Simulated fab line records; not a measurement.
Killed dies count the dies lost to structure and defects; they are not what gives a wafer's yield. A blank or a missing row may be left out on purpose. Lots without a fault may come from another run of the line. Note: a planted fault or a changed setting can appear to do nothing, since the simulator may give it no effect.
fab line records | flow nandHarc | part 1 of 2: steps 1 to 28 of 36
record lots=5 wafers=15 lastDay=33
route steps=1302 shown P_M1@304 P_M2@318
lots that met no fault: taken from a fault-free run of the same line
startH: hours from the record's first day to the start of the lot's first wafer shown | waitH: hours from the lot's prior step to this one | " same as the row above | L1.1+2: a single row standing in for several wafers | - no value, or no start given | * or withheld: withheld | < > ~ a bound
route shown NAME@n: NAME is a module with steps in the file, n the number in the route of the first one | usual: average and standard deviation across the fault-free wafers | same: alike in all rows | chamber/n: place in a boat | sites: each site's reading | _std_site: standard deviation of those values | _edge_site: inner sites' mean taken away from outer sites' mean | radiusMm: for every site, how far away it sits from the centre of the wafer | mask NAME#n: copy n | behind: the tool/chamber that last shaped the wafer | hold: why the lot was held/for how many hours/how that ended | device: names the non-switching transistor (n, p or np) | end of line: at the end of the route, the tests of the same wafers | a step given without rows: its recipe and nothing more | killed: dies that structure and defects cost at the first sort, which is not the same as the wafer's yield | map: a wafer's dies, x killed, . not, _ none there
set.NAME: setting as actually run; set.NAME@STEP: the setting as run at that earlier step | model.NAME: the simulator's own value behind a step, which no gauge read
certain route steps with their lots: each step a table, each wafer a row
services: a tool's chamber out of use, with start hour (startH, from the record's first day; less than 0 if before it), hours out, and reason
## steps
# step NHARC_P_M1_STRIP_19
# recipe timeS=600 tempC=30 chemistry=postEtchResidueRemover
# usual bathHeatDutyPct=12.7/1.4
# columns lot.wafer tool chamber startH waitH bathHeatDutyPct
L080.1 wetBench-08 1 179.63 - 11.4
L080.2 " 2 " " 11.7
L080.6 " 5 " " 14.6
L085.6 wetBench-10 1 239.72 - 11.3
L085.4 " 5 " " 14.2
L085.1 " 6 " " 11.4
L092.6 wetBench-08 5 307.71 - 12.9
L092.3 " 6 " " 11.8
L092.4 " 1 " " 11.4
L094.3 wetBench-08 5 330.21 - 13.9
L094.5 " 7 " " 15.0
L094.1 " 1 " " 12.0
L097.6 wetBench-10 5 353.79 - 13.6
L097.4 " 0 " " 12.1
L097.5 " 1 " " 11.3
# step NHARC_P_M1_DEGAS_29
# recipe tempC=250 timeS=60
# usual heaterPowerW=328/35
# columns lot.wafer tool chamber startH waitH heaterPowerW
L080.1 pvdSputter-02 - 179.90 - 321
L080.2 " - " " 268
L080.6 " - " " 320
L085.1 pvdSputter-02 - 239.99 - 308
L085.4 " - " " 261
L085.6 " - " " 302
L092.3 pvdSputter-01 - 307.97 - 360
L092.4 " - " " 346
L092.6 " - " " 341
L094.3 pvdSputter-01 - 330.47 - 352
L094.1 " - " " 316
L094.5 " - " " 313
L097.4 pvdSputter-01 - 354.06 - 339
L097.6 " - " " 351
L097.5 " - " " 344
# step NHARC_P_M1_PRE_CLEAN_30
# recipe timeS=30 tempC=280 gas=H2/He
# usual heaterPowerW=401/42
# columns lot.wafer tool chamber startH waitH heaterPowerW
L080.2 pvdSputter-02 - - - 395
L080.1 " - " " 376
L080.6 " - " " 323
L085.4 pvdSputter-02 - - - 317
L085.1 " - " " 376
L085.6 " - " " 392
L092.3 pvdSputter-01 - - - 426
L092.4 " - " " 375
L092.6 " - " " 403
L094.3 pvdSputter-01 - - - 402
L094.1 " - " " 434
L094.5 " - " " 424
L097.4 pvdSputter-01 - - - 383
L097.6 " - " " 391
L097.5 " - " " 445
# step NHARC_P_M1_PVD_20
# recipe targetThkA=50 biasV=168.6 powerW=15000 chamberPressurePa=0.12 timeS=8.06 substrateTempC=50 material=TaN
# usual throttleValvePct=29.9/1.4
# columns lot.wafer tool chamber startH waitH throttleValvePct
L080.1 pvdSputter-02 - - - 30.3
L080.2 " - " " 29.5
L080.6 " - " " 27.0
L085.1 pvdSputter-02 - - - 30.1
L085.4 " - " " 27.1
L085.6 " - " " 31.5
L092.3 pvdSputter-01 - - - 30.4
L092.4 " - " " 30.4
L092.6 " - " " 30.8
L094.1 pvdSputter-01 - - - 31.1
L094.3 " - " " 30.8
L094.5 " - " " 31.3
L097.4 pvdSputter-01 - - - 31.1
L097.5 " - " " 31.1
L097.6 " - " " 30.1
# step NHARC_P_M1_PVD_21
# recipe targetThkA=300 chamberPressurePa=5 powerW=5000 substrateTempC=30 timeS=20.49 material=Cu
# usual throttleValvePct=30.0/1.3
# columns lot.wafer tool chamber startH waitH throttleValvePct
L080.1 pvdSputter-02 - - - 30.3
L080.2 " - " " 31.3
L080.6 " - " " 29.7
L085.1 pvdSputter-02 - - - 29.2
L085.4 " - " " 27.0
L085.6 " - " " 30.9
L092.3 pvdSputter-01 - - - 31.3
L092.4 " - " " 30.5
L092.6 " - " " 31.1
L094.1 pvdSputter-01 - - - 30.5
L094.3 " - " " 30.8
L094.5 " - " " 30.4
L097.4 pvdSputter-01 - - - 30.4
L097.5 " - " " 30.1
L097.6 " - " " 30.9
# step NHARC_P_M1_ECD_22
# recipe targetThkA=4000 bathTempC=25 material=Cu
# usual bathHeatDutyPct=6.4/0.66
# columns lot.wafer tool chamber startH waitH bathHeatDutyPct
L080.1 ecdCu-02 0 180.26 - 7.4
L080.2 " 1 " " 6.4
L080.6 " 0 " " 6.9
L085.1 ecdCu-02 0 240.40 - 7.2
L085.4 " 1 " " 6.6
L085.6 " 0 " " 7.5
L092.3 ecdCu-01 1 308.43 - 5.7
L092.4 " 0 " " 6.4
L092.6 " 1 " " 6.6
L094.1 ecdCu-02 0 330.89 - 6.3
L094.3 " 0 " " 6.9
L094.5 " 0 " " 7.3
L097.4 ecdCu-02 1 354.52 - 6.4
L097.6 " 1 " " 6.7
L097.5 " 0 " " 8.3
# step NHARC_P_M1_ANNEAL_31
# recipe tempC=225 timeS=90
# usual wafer_temp_C_max=225.88/0.23
# columns lot.wafer tool chamber startH waitH wafer_temp_C_max
L080.1 rtpAnneal-01 0 180.63 0.3 225.76
L080.2 " 0 " " 225.86
L080.6 " 0 " " 225.67
L085.1 rtpAnneal-02 0 240.73 - 225.85
L085.4 " 0 " " 225.60
L085.6 " 0 " " 225.86
L092.3 rtpAnneal-01 0 308.97 - 225.56
L092.4 " 0 " " 225.94
L092.6 " 0 " " 225.63
L094.1 rtpAnneal-01 0 331.21 0.3 225.53
L094.3 " 0 " " 225.46
L094.5 " 0 " " 225.59
L097.4 rtpAnneal-02 0 354.96 - 225.81
L097.5 " 0 " " 225.56
L097.6 " 0 " " 225.71
# step NHARC_P_M1_CMP_23
# recipe tOverpolishS=20 targetThkNm=157.82
# usual motorCurrentA=12.0/1.2 timeToEndpointS=29.4/2.8
# columns lot.wafer tool chamber startH waitH motorCurrentA timeToEndpointS
L080.2 cmp-01 0 181.01 - 13.5 31.4
L080.1 " 2 " " 12.3 28.7
L080.6 " 0 " " 14.1 28.2
L085.4 cmp-01 3 241.13 - 12.3 27.6
L085.1 " 1 " " 11.1 32.2
L085.6 " 3 " " 12.2 28.5
L092.3 cmp-03 0 309.24 - 12.8 25.0
L092.4 " 2 " " 12.3 24.6
L092.6 " 3 " " 11.3 22.6
L094.1 cmp-01 0 331.56 - 14.3 30.4
L094.3 " 3 " " 12.7 31.1
L094.5 " 0 " " 14.7 30.9
L097.4 cmp-01 0 355.23 - 13.8 32.2
L097.5 " 1 " " 10.7 34.5
L097.6 " 2 " " 12.3 30.4
# step NHARC_P_M1_THK_MEAS_24
# recipe thkMeasGauge=xrf
# usual thkNm=158.1/1.5
# columns lot.wafer tool chamber startH waitH thkNm
L080.1 filmMetro-02 - 181.29 - 158.2
L080.2 " - " " 160.0
L080.6 " - " " 160.1
L085.1 filmMetro-02 - 241.42 - 158.8
L085.4 " - " " 157.7
L085.6 " - " " 155.9
L092.3 filmMetro-02 - 309.53 - 159.6
L092.4 " - " " 157.5
L092.6 " - " " 157.7
L094.1 filmMetro-02 - 331.87 - 161.2
L094.3 " - " " 158.1
L094.5 " - " " 162.3
L097.4 filmMetro-01 - 355.46 - 158.7
L097.5 " - " " 157.6
L097.6 " - " " 157.1
# step NHARC_P_M1_SRD_25
# columns lot.wafer tool chamber startH waitH
L080.2+6+1 wetBench-08 0,1,4 181.34 0.0
L085.6+4+1 wetBench-08 5,0,2 241.46 0.0
L092.4+3+6 wetBench-10 5,0,1 309.57 0.0
L094.3+1+5 wetBench-10 0,2,3 331.91 0.0
L097.4+5+6 wetBench-10 3,4,6 355.50 0.0
# step NHARC_P_M1_INSPECT_27
# usual rawDefectCount=263/97
# columns lot.wafer tool chamber startH waitH rawDefectCount
L080.1 defectInspect-02 - 181.45 0.0 217
L080.2 " - " " 233
L080.6 " - " " 304
L085.1 defectInspect-02 - 241.57 0.0 211
L085.4 " - " " 243
L085.6 " - " " 236
L092.3 defectInspect-02 - 309.69 0.0 258
L092.4 " - " " 513
L092.6 " - " " 600
L094.1 defectInspect-02 - 332.03 0.0 154
L094.3 " - " " 348
L094.5 " - " " 194
L097.4 defectInspect-02 - 355.62 0.0 190
L097.5 " - " " 336
L097.6 " - " " 291
# step NHARC_P_M1_PRE_CLEAN_32
# recipe timeS=12 tempC=370 rfPowerW=300 gas=NH3
# usual heaterPowerW=619/41
# columns lot.wafer tool chamber startH waitH heaterPowerW
L080.1 pecvd-04 0 181.53 0.1 664
L080.2 " 1 " " 563
L080.6 " 2 " " 699
L085.1 pecvd-02 2 241.67 0.1 647
L085.4 " 1 " " 535
L085.6 " 2 " " 625
L092.3 pecvd-01 2 309.77 0.1 650
L092.4 " 1 " " 602
L092.6 " 0 " " 612
L094.1 pecvd-01 1 332.10 0.1 620
L094.3 " 0 " " 568
L094.5 " 1 " " 602
L097.5 pecvd-02 0 355.72 0.1 590
L097.4 " 1 " " 605
L097.6 " 2 " " 638
# step NHARC_P_M1_DEP_33
# recipe targetThkA=300 tempC=370 targetThkNm=30 pressureTorr=3 flowSccm=200 rfW=450 material=SiCN
# usual heaterPowerW=554/46
# columns lot.wafer tool chamber startH waitH heaterPowerW
L080.1 pecvd-04 0 181.64 0.1 560
L080.2 " 1 " " 566
L080.6 " 2 " " 529
L085.1 pecvd-02 2 241.81 0.1 590
L085.4 " 1 " " 451
L085.6 " 2 " " 590
L092.3 pecvd-01 2 309.87 0.1 513
L092.4 " 1 " " 618
L092.6 " 0 " " 565
L094.1 pecvd-01 1 332.17 0.1 530
L094.3 " 0 " " 627
L094.5 " 1 " " 539
L097.5 pecvd-02 0 355.89 0.2 457
L097.4 " 1 " " 566
L097.6 " 2 " " 571
# step NHARC_P_M2_DEP_00
# recipe targetThkA=1825 targetThkNm=182.5 tempC=withheld pressureTorr=5 flowSccm=200 rfW=600 material=SiOC
# columns lot.wafer tool chamber startH waitH
L080.2+1+6 pecvd-01 0,2,0 182.01 -
L085.1+6+4 pecvd-01 1,1,0 242.13 -
L092.4+3+6 pecvd-02 2,0,2 310.38 -
L094.1+3+5 pecvd-04 1,1,0 332.59 -
L097.4+6+5 pecvd-01 1,2,0 356.31 -
# step NHARC_P_M2_DEHYDRATE_01
# recipe tempC=150 timeS=120
# usual heaterPowerTotalW=182.8/1.2
# columns lot.wafer tool chamber startH waitH heaterPowerTotalW
L080.1 lithoTrack-04 0 182.42 - 182.3
L080.2 " 0 " " 183.5
L080.6 " 0 " " 184.7
L085.1 lithoTrack-01 0 242.54 - 184.0
L085.4 " 0 " " 180.9
L085.6 " 0 " " 184.6
L092.3 lithoTrack-01 0 310.78 0.3 181.8
L092.4 " 0 " " 182.1
L092.6 " 0 " " 182.0
L094.1 lithoTrack-06 0 333.13 0.5 181.7
L094.3 " 0 " " 181.0
L094.5 " 0 " " 184.3
L097.4 lithoTrack-01 0 356.58 - 183.9
L097.5 " 0 " " 184.1
L097.6 " 0 " " 181.8
# step NHARC_P_M2_HMDS_02
# recipe timeS=30
# columns lot.wafer tool chamber startH waitH
L080.1+2+6 lithoTrack-04 0 - -
L085.1+4+6 lithoTrack-01 0 - -
L092.3+4+6 lithoTrack-01 0 - -
L094.1+3+5 lithoTrack-06 0 - -
L097.4+5+6 lithoTrack-01 0 - -
# step NHARC_P_M2_COAT_34
# recipe tempC=200 timeS=65
# usual heaterPowerTotalW=386.0/1.2
# columns lot.wafer tool chamber startH waitH heaterPowerTotalW
L080.1 lithoTrack-04 0 - - 384.8
L080.2 " 0 " " 385.6
L080.6 " 0 " " 385.6
L085.1 lithoTrack-01 0 - - 384.3
L085.4 " 0 " " 385.8
L085.6 " 0 " " 385.3
L092.3 lithoTrack-01 0 - - 384.1
L092.4 " 0 " " 387.8
L092.6 " 0 " " 384.9
L094.1 lithoTrack-06 0 - - 385.2
L094.3 " 0 " " 388.0
L094.5 " 0 " " 384.6
L097.4 lithoTrack-01 0 - - 384.6
L097.5 " 0 " " 385.5
L097.6 " 0 " " 384.4
# step NHARC_P_M2_COAT_03
# recipe spinRpm=1500 resistThkNm=90
# columns lot.wafer tool chamber startH waitH
L080.1+2+6 lithoTrack-04 0 - -
L085.1+4+6 lithoTrack-01 0 - -
L092.3+4+6 lithoTrack-01 0 - -
L094.1+3+5 lithoTrack-06 0 - -
L097.4+5+6 lithoTrack-01 0 - -
# step NHARC_P_M2_SOFTBAKE_04
# recipe tempC=105 timeS=55
# usual heaterPowerTotalW=188.45/0.13
# columns lot.wafer tool chamber startH waitH heaterPowerTotalW
L080.1 lithoTrack-04 0 - - 188.45
L080.2 " 0 " " 188.39
L080.6 " 0 " " 188.48
L085.1 lithoTrack-01 0 - - 188.33
L085.4 " 0 " " 188.63
L085.6 " 0 " " 188.30
L092.3 lithoTrack-01 0 - - 188.42
L092.4 " 0 " " 188.48
L092.6 " 0 " " 188.52
L094.1 lithoTrack-06 0 - - 188.42
L094.3 " 0 " " 188.53
L094.5 " 0 " " 188.30
L097.4 lithoTrack-01 0 - - 188.65
L097.5 " 0 " " 188.34
L097.6 " 0 " " 188.40
# step NHARC_P_M2_EBR_05
# columns lot.wafer tool chamber startH waitH
L080.1+2+6 lithoTrack-04 0 - -
L085.1+4+6 lithoTrack-01 0 - -
L092.3+4+6 lithoTrack-01 0 - -
L094.1+3+5 lithoTrack-06 0 - -
L097.4+5+6 lithoTrack-01 0 - -
# step NHARC_P_M2_EXPOSE_06
# recipe na=1.35 targetCdNm=170 doseMj=80.78 maskId=P_M2
# usual reticleTempC=23.01/0.091
# columns lot.wafer tool chamber startH waitH mask reticleTempC
L080.1 arfiScanner-03 0 182.72 - P_M2#0 23.02
L080.2 " 0 " " P_M2#0 23.06
L080.6 " 0 " " P_M2#0 23.11
L085.1 arfiScanner-03 0 242.70 - P_M2#0 22.89
L085.4 " 0 " " P_M2#0 23.05
L085.6 " 0 " " P_M2#0 23.02
L092.3 arfiScanner-02 0 311.08 - P_M2#0 22.91
L092.4 " 0 " " P_M2#0 22.94
L092.6 " 0 " " P_M2#0 23.02
L094.1 arfiScanner-01 0 333.42 - P_M2#0 23.00
L094.3 " 0 " " P_M2#0 23.07
L094.5 " 0 " " P_M2#0 22.97
L097.4 arfiScanner-02 0 356.88 - P_M2#0 22.97
L097.5 " 0 " " P_M2#0 22.92
L097.6 " 0 " " P_M2#0 23.03
# step NHARC_P_M2_PEB_07
# recipe pebTempC=100 pebTimeS=65
# usual heaterPowerTotalW=156.6/0.43
# columns lot.wafer tool chamber startH waitH heaterPowerTotalW
L080.1 lithoTrack-01 0 182.78 0.1 156.8
L080.2 " 0 " " 156.9
L080.6 " 0 " " 157.1
L085.1 lithoTrack-01 0 242.76 0.1 157.0
L085.4 " 0 " " 156.1
L085.6 " 0 " " 156.1
L092.3 lithoTrack-01 0 311.14 0.1 157.0
L092.4 " 0 " " 156.3
L092.6 " 0 " " 156.7
L094.1 lithoTrack-04 0 333.48 0.1 156.4
L094.3 " 0 " " 157.2
L094.5 " 0 " " 156.1
L097.4 lithoTrack-04 0 356.94 0.0 156.1
L097.5 " 0 " " 156.6
L097.6 " 0 " " 157.1
# step NHARC_P_M2_DEVELOP_08
# recipe developTimeS=35 devTempC=23
# columns lot.wafer tool chamber startH waitH
L080.1+2+6 lithoTrack-01 0 - -
L085.1+4+6 lithoTrack-01 0 - -
L092.3+4+6 lithoTrack-01 0 - -
L094.1+3+5 lithoTrack-04 0 - -
L097.4+5+6 lithoTrack-04 0 - -
# step NHARC_P_M2_CD_MEAS_09
# recipe targetCdNm=170 landingEnergyEv=500
# usual cdNm=170.1/0.76
# columns lot.wafer tool chamber startH waitH cdNm
L080.1 cdSem-02 0 182.86 - 169.9
L080.2 " 0 " " 169.7
L080.6 " 0 " " 169.5
L085.1 cdSem-02 0 242.84 - 170.7
L085.4 " 0 " " 170.1
L085.6 " 0 " " 170.5
L092.3 cdSem-02 0 311.22 - 170.5
L092.4 " 0 " " 170.4
L092.6 " 0 " " 171.0
L094.1 cdSem-02 0 333.56 - 169.3
L094.3 " 0 " " 169.3
L094.5 " 0 " " 170.1
L097.4 cdSem-01 0 357.02 - 170.2
L097.5 " 0 " " 169.4
L097.6 " 0 " " 169.4
# step NHARC_P_M2_OVL_MEAS_10
# recipe pitchNm=340
# usual overlayXNm=-0.2/0.73 overlayYNm=0.2/1
# columns lot.wafer tool chamber startH waitH overlayXNm overlayYNm
L080.1 overlay-01 - 182.95 - 0.4 1.2
L080.2 " - " " 0.7 1.7
L080.6 " - " " 1.2 1.5
L085.1 overlay-02 - 242.93 - -0.4 0.4
L085.4 " - " " -0.5 -0.1
L085.6 " - " " -0.1 -0.1
L092.3 overlay-02 - 311.30 - 0.7 0.0
L092.4 " - " " 0.7 0.0
L092.6 " - " " 1.0 0.2
L094.1 overlay-01 - 333.65 - 0.2 0.4
L094.3 " - " " 0.3 -0.2
L094.5 " - " " 0.5 0.4
L097.4 overlay-01 - 357.10 - -1.7 0.0
L097.5 " - " " -1.2 -0.7
L097.6 " - " " -0.8 -0.4
# step NHARC_P_M2_INSPECT_11
# usual rawDefectCount=4.7/2.3
# columns lot.wafer tool chamber startH waitH rawDefectCount
L080.1 defectInspect-02 - 183.01 0.1 3
L080.2 " - " " 4
L080.6 " - " " 1
L085.1 defectInspect-01 - 242.96 0.0 1
L085.4 " - " " 3
L085.6 " - " " 3
L092.3 defectInspect-01 - 311.34 0.0 10
L092.4 " - " " 9
L092.6 " - " " 7
L094.1 defectInspect-02 - 333.68 0.0 5
L094.3 " - " " 6
L094.5 " - " " 1
L097.4 defectInspect-01 - 357.14 0.0 3
L097.5 " - " " 7
L097.6 " - " " 4
# step NHARC_P_M2_DESCUM_14
# recipe timeS=3 o2FlowSccm=200 arFlowSccm=0 biasPowerW=0 chemistry=O2
# usual drypumpMotorCurrentA=6.1/0.47 oesProductAu=0.999/0.0087 rfVppV=57.8/0.88 showerheadPlenumPTorr=1.94/0.1 throttleValvePct=11.311/0.0092
# columns lot.wafer tool chamber startH waitH drypumpMotorCurrentA oesProductAu rfHoursCounterH rfVppV showerheadPlenumPTorr throttleValvePct
L080.2 rieDiel-10 0 183.08 0.1 6.4 0.993 4.7 57.7 1.99 11.300
L080.1 " 2 " " 5.8 1.013 3.0 57.7 1.96 11.301
L080.6 " 0 " " 6.4 0.997 - 60.1 1.99 11.299
L085.1 rieDiel-12 1 243.02 0.1 6.6 1.015 6.8 59.4 2.00 11.315
L085.4 " 2 " " 5.2 0.998 6.1 58.6 2.05 11.313
L085.6 " 2 " " 5.2 0.995 - 58.6 2.04 11.319
L092.4 rieDiel-10 2 311.41 0.1 5.7 0.985 3.3 59.6 1.96 11.307
L092.3 " 3 " " 5.5 0.988 3.6 58.5 2.03 11.320
L092.6 " 1 " " 5.9 0.999 - 57.8 1.82 11.318
L094.3 rieDiel-12 2 333.76 0.1 5.2 1.011 1.6 58.1 2.04 11.286
L094.1 " 3 " " 6.4 1.005 2.4 59.0 2.07 11.318
L094.5 " 0 " " 6.5 0.997 - 59.1 1.78 11.301
L097.4 rieDiel-12 1 357.21 0.1 6.6 0.990 3.6 57.9 2.00 11.299
L097.5 " 0 " " 6.4 0.989 - 57.5 1.78 11.296
L097.6 " 1 " " 6.6 0.995 - 57.6 2.00 11.321
# step NHARC_P_M2_ETCH_35
# recipe targetDepthA=400 overetchA=120 timeS=43.94 ionEnergyEv=200 n2FlowSccm=150 h2FlowSccm=150 arFlowSccm=0 rfW=400 biasW=150 chemistry=N2/H2
# usual drypumpMotorCurrentA=6.1/0.47 oesProductAu=1.000/0.007 rfVppV=431/3.2 showerheadPlenumPTorr=2.07/0.11 throttleValvePct=14.171/0.0091
# columns lot.wafer tool chamber startH waitH drypumpMotorCurrentA oesProductAu rfHoursCounterH rfVppV showerheadPlenumPTorr throttleValvePct
L080.1 rieDiel-10 0 183.15 0.1 6.4 0.990 4.7 432 2.13 14.160
L080.2 " 3 " " 5.5 0.999 4.4 434 2.17 14.166
L080.6 " 0 " " 6.4 1.001 - 433 2.13 14.165
L085.4 rieDiel-12 0 243.11 0.1 6.5 1.001 6.9 428 1.90 14.174
L085.1 " 3 " " 6.4 1.004 7.0 435 2.21 14.174
L085.6 " 0 " " 6.5 0.999 - 426 1.90 14.180
L092.3 rieDiel-10 0 311.49 0.1 6.4 0.999 3.9 433 2.13 14.172
L092.4 " 1 " " 5.9 1.000 3.6 427 1.94 14.178
L092.6 " 0 " " 6.4 0.991 - 432 2.12 14.164
L094.1 rieDiel-12 0 333.84 0.1 6.5 0.991 2.5 427 1.90 14.169
L094.3 " 1 " " 6.6 1.007 2.3 432 2.14 14.183
L094.5 " 3 " " 6.3 1.002 - 435 2.21 14.180
L097.4 rieDiel-12 3 357.30 0.1 6.4 1.000 4.4 434 2.21 14.175
L097.5 " 0 " " 6.5 0.998 - 427 1.90 14.169
L097.6 " 1 " " 6.6 0.995 - 434 2.14 14.180
